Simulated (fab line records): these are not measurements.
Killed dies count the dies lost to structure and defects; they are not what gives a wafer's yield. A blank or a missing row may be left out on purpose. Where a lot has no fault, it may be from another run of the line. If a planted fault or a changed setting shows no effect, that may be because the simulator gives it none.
Chamber matching :: flow n5_finfet :: 4 sister chambers for N5_MOL_CONTACT_COAG_ALD_123 on ald_sin-01
The step deposits SiNx, target thk 5 nm, pulse time 1 s, purge time 2 s. 4 wafers are shown with their chamber, then 7 later ones without.

## WAFERS WITH THEIR CHAMBER
wafer: L854.3
chamber: 0
heater_power_w (W): 811

wafer: L855.1
chamber: 3
heater_power_w (W): 748

wafer: L855.4
chamber: 2
heater_power_w (W): 868

wafer: L855.5
chamber: 1
heater_power_w (W): 816

## WAFERS WHOSE CHAMBER IS MISSING
wafer: L859.1
heater_power_w (W): 732

wafer: L859.2
heater_power_w (W): 827

wafer: L859.4
heater_power_w (W): 857

wafer: L863.4
heater_power_w (W): 864

wafer: L863.6
heater_power_w (W): 739

wafer: L864.1
heater_power_w (W): 739

wafer: L864.6
heater_power_w (W): 722

## EACH ONE'S CHAMBER
wafer: L859.1
from the rows above: 3
in truth: 3

wafer: L859.2
from the rows above: can't be placed: 1 or 0
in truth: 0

wafer: L859.4
from the rows above: 2
in truth: 2

wafer: L863.4
from the rows above: 2
in truth: 2

wafer: L863.6
from the rows above: 3
in truth: 3

wafer: L864.1
from the rows above: 3
in truth: 3

wafer: L864.6
from the rows above: 3
in truth: 3
6 of 7 placed correctly. From these rows, 1 cannot be placed; in 1 the true chamber is one of the candidates. 0 placed wrongly.
How it was worked out, from the rows above alone: a wafer's distance from a chamber is the root of the sum, over the readings, of the square of ((its reading less the chamber's mean) divided by the reading's scatter). The wafer belongs to the nearest chamber; if the next one is less than 2 further off, it can't be placed. The mean given for a chamber averages the wafers shown for that chamber. The scatter: root of mean squared gap, hidden wafer to nearest shown wafer, with one shown wafer a chamber.
